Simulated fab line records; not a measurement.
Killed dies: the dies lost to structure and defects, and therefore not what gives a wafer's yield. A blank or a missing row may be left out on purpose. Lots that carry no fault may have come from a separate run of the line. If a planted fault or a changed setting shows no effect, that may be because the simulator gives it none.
Chamber matching -- flow n5-finfet -- N5_BEOL_M10_DESCUM_16 on rie-diel-01 has 4 sister chambers
The step chemistry O2, time 7.9 s. 24 wafers are shown with their chamber, then 12 later ones without.

== WAFERS WITH THEIR CHAMBER ==
wafer,chamber,drypump-motor-current-A (A),showerhead-plenum-p-Torr (Torr),throttle-valve-pct (%)
L074.1,1,6.1,2.05,20.49
L074.2,0,5.4,2.12,20.31
L074.3,3,5.3,2.06,20.38
L074.4,2,6.3,2.14,20.36
L074.5,3,5.3,2.06,20.39
L074.6,0,5.4,2.12,20.31
L077.1,1,6.1,2.05,20.51
L077.2,0,5.5,2.12,20.32
L077.4,1,6.1,2.05,20.52
L080.2,0,5.5,2.11,20.33
L080.3,3,5.3,2.06,20.41
L080.4,3,5.3,2.06,20.41
L078.1,0,5.5,2.11,20.34
L078.2,1,6.1,2.04,20.52
L078.6,3,5.3,2.05,20.41
L082.2,1,6.1,2.04,20.53
L082.3,0,5.4,2.11,20.36
L082.6,2,6.3,2.13,19.96
L084.1,1,6.1,2.04,20.54
L084.2,0,5.5,2.11,20.36
L084.5,0,5.4,2.11,20.34
L087.2,3,5.3,2.05,20.06
L087.4,2,6.4,2.13,19.99
L087.6,1,6.1,2.04,20.55

SIGNATURES (averages over the wafers above)
reading,chamber 0,chamber 1,chamber 2,chamber 3,scatter within a chamber
drypump-motor-current-A,5.450,6.100,6.333,5.300,0.0365
showerhead-plenum-p-Torr,2.1138,2.0443,2.1333,2.0567,0.00529
throttle-valve-pct,20.3337,20.5229,20.1033,20.3433,0.1
Rule: a wafer's distance from a chamber is the root of the sum, over the readings, of the square of ((its reading less the chamber's mean) divided by the reading's scatter). If the next closest chamber is less than 2 further off than the closest, the wafer can't be placed; otherwise it belongs to the closest. How the scatter is found: for the shown wafers, subtract from each reading the mean of its chamber, square and add these, divide the total by (wafers less chambers), then take the root.

== WAFERS MISSING THEIR CHAMBER ==
wafer,drypump-motor-current-A (A),showerhead-plenum-p-Torr (Torr),throttle-valve-pct (%)
L089.2,5.4,2.11,20.38
L089.4,5.3,2.05,20.04
L089.6,5.3,2.05,20.04
L088.1,6.3,2.13,19.98
L088.5,6.4,2.13,19.99
L088.6,6.1,2.04,20.55
L093.1,6.4,2.12,20.00
L093.3,5.5,2.10,20.38
L093.4,6.4,2.12,20.01
L095.2,5.3,2.05,20.08
L095.4,6.3,2.12,20.00
L095.5,6.1,2.03,20.26

== THE CHAMBER EACH PASSED THROUGH ==
wafer,from the rows above,in truth
L089.2,0,0
L089.4,3,3
L089.6,3,3
L088.1,2,2
L088.5,2,2
L088.6,1,1
L093.1,2,2
L093.3,0,0
L093.4,2,2
L095.2,3,3
L095.4,2,2
L095.5,1,1
12 of 12 placed correctly. From these rows, 0 cannot be placed. 0 placed wrongly.
